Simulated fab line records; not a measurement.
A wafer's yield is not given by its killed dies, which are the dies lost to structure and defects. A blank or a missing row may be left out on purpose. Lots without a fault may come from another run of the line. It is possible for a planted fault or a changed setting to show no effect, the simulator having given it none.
fab line records + flow nand-harc
[record]
- lots = 6
- wafers = 18
- last-day = 34
route steps=1302 shown A_STAIRCASE@696
lots that met no fault: from a run of the same line without faults
start-h: hours from the record's first day to the start of the lot's first wafer shown + wait-h: time in hours since the lot's previous step + " the same as in the row above + L1.1+2: several wafers, shown together as one row + - value missing, or start not given + * or withheld: withheld + < > ~ a bound
route shown NAME@n: names a module that has steps shown in the file, with the first one's number in the route + usual: mean and standard deviation over wafers with no fault + same: alike in all rows + chamber/n: place in a boat + sites: each site's reading + _std_site: standard deviation of those values + _edge_site: the outer-site mean with the inner-site mean subtracted + radius-mm: for every site, how far away it sits from the centre of the wafer + mask NAME#n: copy n + behind: tool/chamber where the wafer was last shaped + hold: why the lot went on hold/how many hours it stayed there/how the hold came to an end + device: which transistor (n, p or np) failed to switch + end of line: tests of these same wafers at the route's end + where a step has no rows: the recipe by itself + killed: dies that structure and defects cost at the first sort, which is not the same as the wafer's yield + map: dies across one wafer; x = killed, . = not, _ = none there
set.NAME: the run value of the setting; set.NAME@STEP: its run value at that earlier step + model.NAME: the simulator's own value behind a step, which no gauge read
lots at some steps of the route; a table a step, a row a wafer
services: from which hour (start-h, from the record's first day; less than 0 if before it) a tool's chamber was out of use, for how many hours, and why
[[steps]]
[step NHARC_A_STAIRCASE_PEB_182]
[recipe]
- peb-temp-c = 115
- peb-time-s = 130
[step NHARC_A_STAIRCASE_DEVELOP_183]
[recipe]
- time-s = 140
[step NHARC_A_STAIRCASE_HARDBAKE_185]
[recipe]
- temp-c = 120
- time-s = 140
[step NHARC_A_STAIRCASE_DESCUM_186]
[recipe]
- time-s = 3
- o2-flow-sccm = 200
- ar-flow-sccm = 0
- bias-power-w = 0
- chemistry = O2
[usual]
- drypump-motor-current-A = 5.67/0.27
- oes-product-au = 0.999/0.0093
- rf-vpp-V = 57.6/0.9
- showerhead-plenum-p-Torr = 1.87/0.093
- throttle-valve-pct = 11.311/0.0096
| lot.wafer | tool        | chamber | start-h | wait-h | drypump-motor-current-A | oes-product-au | rf-hours-counter-h | rf-vpp-V | showerhead-plenum-p-Torr | throttle-valve-pct |
|-----------|-------------|---------|---------|--------|-------------------------|----------------|--------------------|----------|--------------------------|--------------------|
| L770.1    | rie-diel-09 | 2       | 386.68  | -      | 5.84                    | 0.989          | 19                 | 58.6     | 1.96                     | 11.302             |
| L770.5    | "           | 1       | "       | "      | 5.46                    | 0.986          | -                  | 58.0     | 1.97                     | 11.314             |
| L770.6    | "           | 2       | "       | "      | 5.81                    | 0.991          | -                  | 58.6     | 1.96                     | 11.301             |
| L772.2    | rie-diel-09 | 1       | 409.89  | -      | 5.43                    | 1.007          | 33                 | 57.9     | 1.97                     | 11.303             |
| L772.1    | "           | 2       | "       | "      | 5.87                    | 0.987          | 31                 | 56.9     | 1.95                     | 11.312             |
| L772.3    | "           | 3       | "       | "      | 5.35                    | 0.983          | 32                 | 56.3     | 1.78                     | 11.322             |
| L781.4    | rie-diel-11 | 0       | 500.97  | -      | 5.95                    | 0.992          | 22                 | 56.9     | 1.79                     | 11.312             |
| L781.1    | "           | 1       | "       | "      | 5.45                    | 1.017          | 20                 | 58.0     | 1.80                     | 11.302             |
| L781.5    | "           | 1       | "       | "      | 5.48                    | 1.016          | -                  | 56.2     | 1.80                     | 11.314             |
| L784.2    | rie-diel-09 | 2       | 530.42  | -      | 5.81                    | 1.004          | 8                  | 58.3     | 1.94                     | 11.337             |
| L784.3    | "           | 0       | "       | "      | 5.31                    | 1.009          | 6                  | 58.3     | 2.07                     | 11.314             |
| L784.5    | "           | 1       | "       | "      | 5.42                    | 1.004          | -                  | 57.9     | 1.96                     | 11.331             |
| L788.4    | rie-diel-11 | 1       | 567.02  | -      | 5.48                    | 1.008          | 45                 | 56.2     | 1.79                     | 11.326             |
| L788.6    | "           | 3       | "       | "      | 5.68                    | 0.990          | -                  | 57.9     | 1.87                     | 11.301             |
| L788.5    | "           | 0       | "       | "      | 5.94                    | 0.990          | -                  | 57.9     | 1.78                     | 11.317             |
| L790.1    | rie-diel-11 | 0       | 591.41  | -      | 5.94                    | 0.984          | 47                 | 57.1     | 1.78                     | 11.330             |
| L790.5    | "           | 0       | "       | "      | 5.94                    | 0.985          | -                  | 57.5     | 1.78                     | 11.325             |
| L790.6    | "           | 1       | "       | "      | 5.47                    | 1.005          | -                  | 57.9     | 1.79                     | 11.290             |
[step NHARC_A_STAIRCASE_TRIM_187]
[recipe]
- time-s = 211.2
- o2-flow-sccm = 500
- ar-flow-sccm = 0
- bias-w = 0
- chemistry = O2
[usual]
- drypump-motor-current-A = 5.68/0.28
- oes-product-au = 0.999/0.0091
- rf-vpp-V = 57.6/0.97
- showerhead-plenum-p-Torr = 3.47/0.17
- throttle-valve-pct = 17.036/0.0084
[same]
- bias-w = 0
| lot.wafer | tool        | chamber | start-h | wait-h | drypump-motor-current-A | oes-product-au | rf-hours-counter-h | rf-vpp-V | showerhead-plenum-p-Torr | throttle-valve-pct |
|-----------|-------------|---------|---------|--------|-------------------------|----------------|--------------------|----------|--------------------------|--------------------|
| L770.1    | rie-diel-09 | 1       | 386.78  | 0.1    | 5.45                    | 0.982          | 23                 | 56.9     | 3.63                     | 17.026             |
| L770.6    | "           | 3       | "       | "      | 5.32                    | 0.994          | -                  | 58.7     | 3.30                     | 17.036             |
| L770.5    | "           | 0       | "       | "      | 5.31                    | 0.997          | -                  | 57.2     | 3.27                     | 17.034             |
| L772.2    | rie-diel-09 | 1       | 409.96  | 0.1    | 5.45                    | 1.007          | 33                 | 56.9     | 3.62                     | 17.040             |
| L772.1    | "           | 2       | "       | "      | 5.84                    | 1.000          | 31                 | 57.7     | 3.60                     | 17.042             |
| L772.3    | "           | 0       | "       | "      | 5.32                    | 1.008          | 34                 | 57.1     | 3.27                     | 17.025             |
| L781.1    | rie-diel-11 | 0       | 501.07  | 0.1    | 6.00                    | 0.990          | 22                 | 57.4     | 3.31                     | 17.036             |
| L781.4    | "           | 1       | "       | "      | 5.49                    | 1.022          | 20                 | 57.9     | 3.33                     | 17.025             |
| L781.5    | "           | 0       | "       | "      | 5.97                    | 0.994          | -                  | 57.1     | 3.31                     | 17.035             |
| L784.3    | rie-diel-09 | 2       | 530.50  | 0.1    | 5.92                    | 1.007          | 9                  | 58.8     | 3.57                     | 17.032             |
| L784.2    | "           | 0       | "       | "      | 5.30                    | 1.005          | 6                  | 59.4     | 3.80                     | 17.030             |
| L784.5    | "           | 2       | "       | "      | 5.86                    | 1.000          | -                  | 57.2     | 3.57                     | 17.039             |
| L788.4    | rie-diel-11 | 2       | 567.11  | 0.1    | 6.05                    | 1.003          | 43                 | 58.4     | 3.78                     | 17.035             |
| L788.6    | "           | 0       | "       | "      | 5.97                    | 0.989          | -                  | 56.4     | 3.30                     | 17.039             |
| L788.5    | "           | 1       | "       | "      | 5.48                    | 1.014          | -                  | 57.7     | 3.31                     | 17.055             |
| L790.1    | rie-diel-11 | 2       | 591.53  | 0.1    | 6.08                    | 1.011          | 48                 | 60.6     | 3.78                     | 17.033             |
| L790.5    | "           | 0       | "       | "      | 5.93                    | 0.978          | -                  | 57.7     | 3.30                     | 17.049             |
| L790.6    | "           | 1       | "       | "      | 5.47                    | 1.017          | -                  | 58.3     | 3.31                     | 17.017             |
[step NHARC_A_STAIRCASE_ETCH_188]
[recipe]
- target-depth-a = 1000
- time-s = 40.5
- ion-energy-ev = 400
- c4f8-flow-sccm = 20
- o2-flow-sccm = 10
- ar-flow-sccm = withheld
- rf-w = 600
- bias-w = 1000
- chemistry = C4F8/O2
[usual]
- bias-w = 1000/3.2
- oes-product-au = 0.939/0.011
- rf-fwd-power-W = 592/3.8
- rf-vpp-V = 894/6.4
- run-length-s = 61.9/0.53
| lot.wafer | tool        | chamber | start-h | wait-h | bias-w | oes-product-au | rf-fwd-power-W | rf-hours-counter-h | rf-vpp-V | run-length-s |
|-----------|-------------|---------|---------|--------|--------|----------------|----------------|--------------------|----------|--------------|
| L770.1    | rie-diel-09 | 2       | -       | -      | 1003   | 0.930          | 589            | 19                 | 900      | 62.0         |
| L770.6    | "           | 1       | "       | "      | 997    | 0.942          | 592            | -                  | 900      | 62.5         |
| L770.5    | "           | 2       | "       | "      | 1000   | 0.925          | 587            | -                  | 899      | 61.9         |
| L772.1    | rie-diel-09 | 0       | -       | -      | 1001   | 0.942          | 594            | 34                 | 887      | 61.8         |
| L772.3    | "           | 2       | "       | "      | 996    | 0.934          | 587            | 32                 | 897      | 61.8         |
| L772.2    | "           | 3       | "       | "      | 994    | 0.934          | 585            | 32                 | 887      | 62.5         |
| L781.4    | rie-diel-11 | 3       | -       | -      | 1005   | 0.925          | 593            | 20                 | 894      | 61.6         |
| L781.1    | "           | 0       | "       | "      | 999    | 0.916          | 593            | 22                 | 888      | 62.0         |
| L781.5    | "           | 2       | "       | "      | 1000   | 0.943          | 596            | -                  | 906      | 61.0         |
| L784.2    | rie-diel-09 | 2       | -       | -      | 1004   | 0.931          | 589            | 9                  | 898      | 62.0         |
| L784.3    | "           | 0       | "       | "      | 997    | 0.947          | 592            | 6                  | 906      | 61.8         |
| L784.5    | "           | 2       | "       | "      | 995    | 0.937          | 584            | -                  | 898      | 62.1         |
| L788.4    | rie-diel-11 | 1       | -       | -      | 1000   | 0.941          | 592            | 45                 | 888      | 62.0         |
| L788.5    | "           | 2       | "       | "      | 1001   | 0.948          | 595            | -                  | 906      | 60.6         |
| L788.6    | "           | 3       | "       | "      | 1003   | 0.916          | 596            | -                  | 893      | 61.8         |
| L790.1    | rie-diel-11 | 2       | -       | -      | 998    | 0.945          | 595            | 48                 | 905      | 60.6         |
| L790.5    | "           | 1       | "       | "      | 1000   | 0.936          | 593            | -                  | 889      | 62.5         |
| L790.6    | "           | 2       | "       | "      | 994    | 0.942          | 596            | -                  | 904      | 61.0         |
[step NHARC_A_STAIRCASE_TRIM_189]
[recipe]
- time-s = 211.2
- o2-flow-sccm = 500
- ar-flow-sccm = 0
- bias-w = 0
- chemistry = O2
[step NHARC_A_STAIRCASE_ETCH_190]
[recipe]
- target-depth-a = 1000
- time-s = 40.5
- ion-energy-ev = 400
- c4f8-flow-sccm = 20
- o2-flow-sccm = 10
- ar-flow-sccm = withheld
- rf-w = 600
- bias-w = 1000
- chemistry = C4F8/O2
[step NHARC_A_STAIRCASE_TRIM_191]
[recipe]
- time-s = 211.2
- o2-flow-sccm = 500
- ar-flow-sccm = 0
- bias-w = 0
- chemistry = O2
[step NHARC_A_STAIRCASE_ETCH_192]
[recipe]
- target-depth-a = 1000
- time-s = 40.5
- ion-energy-ev = 400
- c4f8-flow-sccm = 20
- o2-flow-sccm = 10
- ar-flow-sccm = withheld
- rf-w = 600
- bias-w = 1000
- chemistry = C4F8/O2
[usual]
- bias-w = 999.9/2.7
- oes-product-au = 0.939/0.011
- rf-fwd-power-W = 592/3.8
- rf-vpp-V = 893/6.2
- run-length-s = 61.9/0.48
| lot.wafer | tool        | chamber | start-h | wait-h | bias-w | oes-product-au | rf-fwd-power-W | rf-hours-counter-h | rf-vpp-V | run-length-s |
|-----------|-------------|---------|---------|--------|--------|----------------|----------------|--------------------|----------|--------------|
| L770.1    | rie-diel-09 | 1       | -       | -      | 999.0  | 0.935          | 591            | 23                 | 898      | 62.5         |
| L770.5    | "           | 2       | "       | "      | 1003.5 | 0.936          | 591            | -                  | 899      | 61.9         |
| L770.6    | "           | 3       | "       | "      | 1004.9 | 0.931          | 583            | -                  | 888      | 62.5         |
| L772.2    | rie-diel-09 | 3       | -       | -      | 1003.8 | 0.940          | 586            | 32                 | 888      | 62.5         |
| L772.3    | "           | 0       | "       | "      | 997.2  | 0.951          | 590            | 34                 | 886      | 62.1         |
| L772.1    | "           | 1       | "       | "      | 1002.5 | 0.951          | 591            | 33                 | 899      | 62.2         |
| L781.1    | rie-diel-11 | 2       | -       | -      | 1002.7 | 0.951          | 596            | 19                 | 905      | 61.2         |
| L781.4    | "           | 1       | "       | "      | 997.6  | 0.936          | 597            | -                  | 887      | 62.0         |
| L781.5    | "           | 3       | "       | "      | 999.9  | 0.923          | 596            | -                  | 893      | 61.8         |
| L784.2    | rie-diel-09 | 2       | -       | -      | 995.2  | 0.946          | 586            | 9                  | 899      | 61.7         |
| L784.3    | "           | 3       | "       | "      | 998.0  | 0.957          | 586            | 9                  | 907      | 62.2         |
| L784.5    | "           | 2       | "       | "      | 1002.8 | 0.937          | 587            | -                  | 897      | 62.0         |
| L788.4    | rie-diel-11 | 1       | -       | -      | 998.6  | 0.934          | 596            | 46                 | 888      | 62.0         |
| L788.5    | "           | 1       | "       | "      | 1001.0 | 0.939          | 596            | -                  | 888      | 62.0         |
| L788.6    | "           | 2       | "       | "      | 996.7  | 0.952          | 594            | -                  | 905      | 60.8         |
| L790.1    | rie-diel-11 | 0       | -       | -      | 1005.1 | 0.941          | 591            | 48                 | 888      | 61.8         |
| L790.5    | "           | 2       | "       | "      | 1003.2 | 0.954          | 592            | -                  | 905      | 60.8         |
| L790.6    | "           | 3       | "       | "      | 994.5  | 0.937          | 593            | -                  | 893      | 61.6         |
[step NHARC_A_STAIRCASE_TRIM_193]
[recipe]
- time-s = 211.2
- o2-flow-sccm = 500
- ar-flow-sccm = 0
- bias-w = 0
- chemistry = O2
[usual]
- drypump-motor-current-A = 5.69/0.27
- oes-product-au = 0.997/0.0091
- rf-vpp-V = 57.7/0.95
- showerhead-plenum-p-Torr = 3.48/0.17
- throttle-valve-pct = 17.037/0.0092
[same]
- bias-w = 0
| lot.wafer | tool        | chamber | start-h | wait-h | drypump-motor-current-A | oes-product-au | rf-hours-counter-h | rf-vpp-V | showerhead-plenum-p-Torr | throttle-valve-pct |
|-----------|-------------|---------|---------|--------|-------------------------|----------------|--------------------|----------|--------------------------|--------------------|
| L770.1    | rie-diel-09 | 0       | -       | -      | 5.28                    | 0.994          | 26                 | 56.0     | 3.27                     | 17.033             |
| L770.5    | "           | 1       | "       | "      | 5.45                    | 0.994          | -                  | 57.4     | 3.63                     | 17.036             |
| L770.6    | "           | 2       | "       | "      | 5.88                    | 0.995          | -                  | 59.0     | 3.60                     | 17.049             |
| L772.3    | rie-diel-09 | 1       | -       | -      | 5.43                    | 0.999          | 33                 | 57.9     | 3.62                     | 17.042             |
| L772.2    | "           | 2       | "       | "      | 5.83                    | 0.981          | 32                 | 57.7     | 3.60                     | 17.042             |
| L772.1    | "           | 0       | "       | "      | 5.29                    | 1.000          | 34                 | 57.7     | 3.27                     | 17.043             |
| L781.1    | rie-diel-11 | 2       | -       | -      | 6.08                    | 1.009          | 19                 | 57.9     | 3.80                     | 17.044             |
| L781.5    | "           | 3       | "       | "      | 5.67                    | 0.987          | -                  | 58.5     | 3.46                     | 17.027             |
| L781.4    | "           | 1       | "       | "      | 5.47                    | 1.011          | -                  | 57.5     | 3.33                     | 17.018             |
| L784.3    | rie-diel-09 | 0       | -       | -      | 5.29                    | 1.006          | 6                  | 58.2     | 3.80                     | 17.033             |
| L784.2    | "           | 1       | "       | "      | 5.44                    | 1.003          | 6                  | 57.8     | 3.60                     | 17.021             |
| L784.5    | "           | 1       | "       | "      | 5.47                    | 1.016          | -                  | 57.3     | 3.60                     | 17.036             |
| L788.4    | rie-diel-11 | 3       | -       | -      | 5.69                    | 0.991          | 43                 | 56.9     | 3.45                     | 17.038             |
| L788.6    | "           | 2       | "       | "      | 6.07                    | 1.004          | -                  | 59.4     | 3.78                     | 17.050             |
| L788.5    | "           | 3       | "       | "      | 5.69                    | 0.970          | -                  | 58.5     | 3.45                     | 17.040             |
| L790.1    | rie-diel-11 | 1       | -       | -      | 5.48                    | 0.993          | 53                 | 57.6     | 3.31                     | 17.026             |
| L790.5    | "           | 1       | "       | "      | 5.47                    | 0.997          | -                  | 56.6     | 3.31                     | 17.033             |
| L790.6    | "           | 2       | "       | "      | 6.08                    | 1.013          | -                  | 59.0     | 3.78                     | 17.040             |
[step NHARC_A_STAIRCASE_ETCH_194]
[recipe]
- target-depth-a = 1000
- time-s = 40.5
- ion-energy-ev = 400
- c4f8-flow-sccm = 20
- o2-flow-sccm = 10
- ar-flow-sccm = withheld
- rf-w = 600
- bias-w = 1000
- chemistry = C4F8/O2
[usual]
- bias-w = 999.8/3
- oes-product-au = 0.941/0.011
- rf-fwd-power-W = 592/3.8
- rf-vpp-V = 893/6.3
- run-length-s = 61.9/0.48
| lot.wafer | tool        | chamber | start-h | wait-h | bias-w | oes-product-au | rf-fwd-power-W | rf-hours-counter-h | rf-vpp-V | run-length-s |
|-----------|-------------|---------|---------|--------|--------|----------------|----------------|--------------------|----------|--------------|
| L770.1    | rie-diel-09 | 2       | 387.60  | -      | -      | 0.923          | -              | 19                 | 899      | 52.4         |
| L770.6    | "           | 2       | "       | "      | -      | 0.934          | -              | -                  | 899      | 52.3         |
| L770.5    | "           | 3       | "       | "      | -      | 0.943          | -              | -                  | 888      | 52.6         |
| L772.3    | rie-diel-09 | 3       | 410.81  | -      | -      | 0.941          | -              | 32                 | 887      | 53.3         |
| L772.2    | "           | 0       | "       | "      | -      | 0.950          | -              | 34                 | 885      | 52.3         |
| L772.1    | "           | 2       | "       | "      | -      | 0.936          | -              | 32                 | 901      | 52.1         |
| L781.1    | rie-diel-11 | 2       | 502.45  | -      | 997.8  | 0.941          | 594            | 19                 | 907      | 60.8         |
| L781.4    | "           | 1       | "       | "      | 999.6  | 0.941          | 595            | -                  | 888      | 62.6         |
| L781.5    | "           | 2       | "       | "      | 998.8  | 0.947          | 593            | -                  | 908      | 60.9         |
| L784.3    | rie-diel-09 | 1       | 531.35  | -      | 1005.1 | 0.925          | 592            | 6                  | 899      | 62.5         |
| L784.2    | "           | 3       | "       | "      | 993.0  | 0.962          | 588            | 9                  | 905      | 62.3         |
| L784.5    | "           | 0       | "       | "      | 1001.6 | 0.936          | 593            | -                  | 906      | 62.1         |
| L788.4    | rie-diel-11 | 1       | 568.05  | -      | 1002.3 | 0.943          | 594            | 46                 | 887      | 62.4         |
| L788.5    | "           | 2       | "       | "      | 995.6  | 0.941          | 597            | -                  | 905      | 60.8         |
| L788.6    | "           | 3       | "       | "      | 999.9  | 0.929          | 591            | -                  | 893      | 61.7         |
| L790.1    | rie-diel-11 | 2       | 593.65  | -      | 997.4  | 0.954          | 593            | 51                 | 904      | 60.8         |
| L790.6    | "           | 0       | "       | "      | 997.2  | 0.933          | 595            | -                  | 886      | 62.4         |
| L790.5    | "           | 1       | "       | "      | 1003.9 | 0.948          | 595            | -                  | 888      | 62.2         |
[[services]]
| tool        | chamber | start-h | hours | kind   |
|-------------|---------|---------|-------|--------|
| rie-diel-11 | 0       | 365.90  | -     | clean  |
| rie-diel-11 | 1       | 365.90  | -     | clean  |
| rie-diel-11 | 2       | 365.90  | -     | clean  |
| rie-diel-11 | 3       | 365.90  | -     | clean  |
| rie-diel-09 | 0       | 378.62  | -     | clean  |
| rie-diel-09 | 1       | 378.62  | -     | clean  |
| rie-diel-09 | 2       | 378.62  | -     | clean  |
| rie-diel-09 | 3       | 378.62  | -     | clean  |
| rie-diel-11 | 0       | 392.62  | -     | clean  |
| rie-diel-11 | 1       | 392.62  | -     | clean  |
| rie-diel-11 | 2       | 392.62  | -     | clean  |
| rie-diel-11 | 3       | 392.62  | -     | clean  |
| rie-diel-11 | 3       | 395.85  | 1.2   | repair |
| rie-diel-09 | 0       | 403.12  | -     | clean  |
| rie-diel-09 | 1       | 403.12  | -     | clean  |
| rie-diel-09 | 2       | 403.12  | -     | clean  |
| rie-diel-09 | 3       | 403.12  | -     | clean  |
| rie-diel-11 | 0       | 417.14  | -     | clean  |
| rie-diel-11 | 1       | 417.14  | -     | clean  |
| rie-diel-11 | -       | 435.80  | 9.0   | pm     |
| rie-diel-09 | 3       | 478.20  | 7.3   | repair |
| rie-diel-09 | -       | 498.49  | 9.0   | pm     |
| rie-diel-11 | -       | 555.10  | 0.7   | repair |
| rie-diel-11 | 2       | 584.07  | 7.0   | repair |
[[key]]
[first-sign]
- step = NHARC_A_STAIRCASE_ETCH_194
- reading = run-length-s
- direction = down
- sigmas = 19
- usual = *
- struck = *
effect none on later readings
met-at NHARC_A_STAIRCASE_ETCH_194
struck-wafers L770.1,L770.5,L770.6,L772.1,L772.2,L772.3
sort-left-out L770.1,L770.5,L770.6,L772.1,L772.2,L772.3
tester-left-out L770,L772
[fault]
- kind = process-parameter-drift
- tool = rie-diel-09
- chamber = -
- onset-h = 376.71
- steps = NHARC_A_STAIRCASE_ETCH_194
- channel = time-s
- offset = *
- shape = step
- end-h = 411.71
- acts-in = *
- stated = *
// tester-left-out: of these lots the tester's yield and bins aren't shown, on N5 and GAA mostly nor the transistor test; their killed dies are dies lost to structure and defects alone, not to doping, threshold or leakage, so they don't give the yield
// sort-left-out: the simulated sort isn't trusted on such a fault, so these wafers' sort isn't shown, and their yield isn't known
